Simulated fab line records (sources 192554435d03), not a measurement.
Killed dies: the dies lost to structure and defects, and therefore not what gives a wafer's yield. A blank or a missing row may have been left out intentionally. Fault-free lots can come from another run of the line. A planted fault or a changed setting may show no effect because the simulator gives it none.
Matching of chambers | flow n5-finfet | N5_DUMMY_GATE_ETCH_44 on rie-si-03 has 4 sister chambers
The step etches poly-Si in HBr/O2, stops on SiO2, target depth 127.5 nm. 14 wafers are shown with their chamber, then 7 later ones without.

## WAFERS PAIRED WITH THEIR CHAMBERS
wafer  | chamber | throttle-valve-pct (%) | he-backside-leak-sccm (sccm) | oes-product-au (a.u.)
L078.2 | 1       | 18.32                  | 2.7                          | 0.737
L078.3 | 2       | 18.38                  | 2.8                          | 0.737
L078.6 | 0       | 18.55                  | 3.1                          | 0.736
L079.1 | 2       | 18.36                  | 2.8                          | 0.732
L079.4 | 1       | 18.31                  | 2.8                          | 0.732
L079.5 | 0       | 18.55                  | 3.0                          | 0.734
L080.2 | 2       | 18.37                  | 3.0                          | 0.731
L080.3 | 0       | 18.56                  | 3.0                          | 0.730
L080.6 | 1       | 18.32                  | 2.7                          | 0.728
L085.1 | 2       | 18.37                  | 2.9                          | 0.732
L085.2 | 3       | 18.23                  | 2.4                          | 0.757
L085.3 | 0       | 18.57                  | 3.0                          | 0.754
L086.3 | 2       | 18.38                  | 3.0                          | 0.740
L086.5 | 3       | 18.24                  | 2.5                          | 0.751

SIGNATURES, as means of the wafers listed above
reading               | chamber 0 | chamber 1 | chamber 2 | chamber 3 | scatter within a chamber
throttle-valve-pct    | 18.5575   | 18.3167   | 18.3720   | 18.2350   | 0.0082
he-backside-leak-sccm | 3.025     | 2.733     | 2.900     | 2.450     | 0.0769
oes-product-au        | 0.73850   | 0.73233   | 0.73440   | 0.75400   | 0.00677
Rule: a wafer's distance from a chamber is the root of the sum, over the readings, of the square of ((its reading less the chamber's mean) divided by the reading's scatter). The wafer belongs to the nearest chamber; if the next one is less than 2 further off, it can't be placed. The scatter is the square root of a quotient: the sum, over the shown wafers, of each reading's squared deviation from its chamber's mean, divided by wafers minus chambers.

## WAFERS MISSING THEIR CHAMBER
wafer  | throttle-valve-pct (%) | he-backside-leak-sccm (sccm) | oes-product-au (a.u.)
L086.6 | 18.37                  | 2.9                          | 0.743
L088.1 | 18.38                  | 2.7                          | 0.731
L088.4 | 18.32                  | 2.8                          | 0.727
L088.5 | 18.36                  | 2.7                          | 0.739
L093.1 | 18.55                  | 3.0                          | 0.752
L093.2 | 18.38                  | 2.9                          | 0.744
L093.5 | 18.33                  | 2.7                          | 0.738

## THE CHAMBER EACH PASSED THROUGH
wafer  | from the rows above | in truth
L086.6 | 2                   | 2
L088.1 | 2                   | 2
L088.4 | 1                   | 1
L088.5 | 2                   | 2
L093.1 | 0                   | 0
L093.2 | 2                   | 2
L093.5 | 1                   | 1
7 of 7 placed correctly. From these rows, 0 cannot be placed. Wrongly placed: 0.
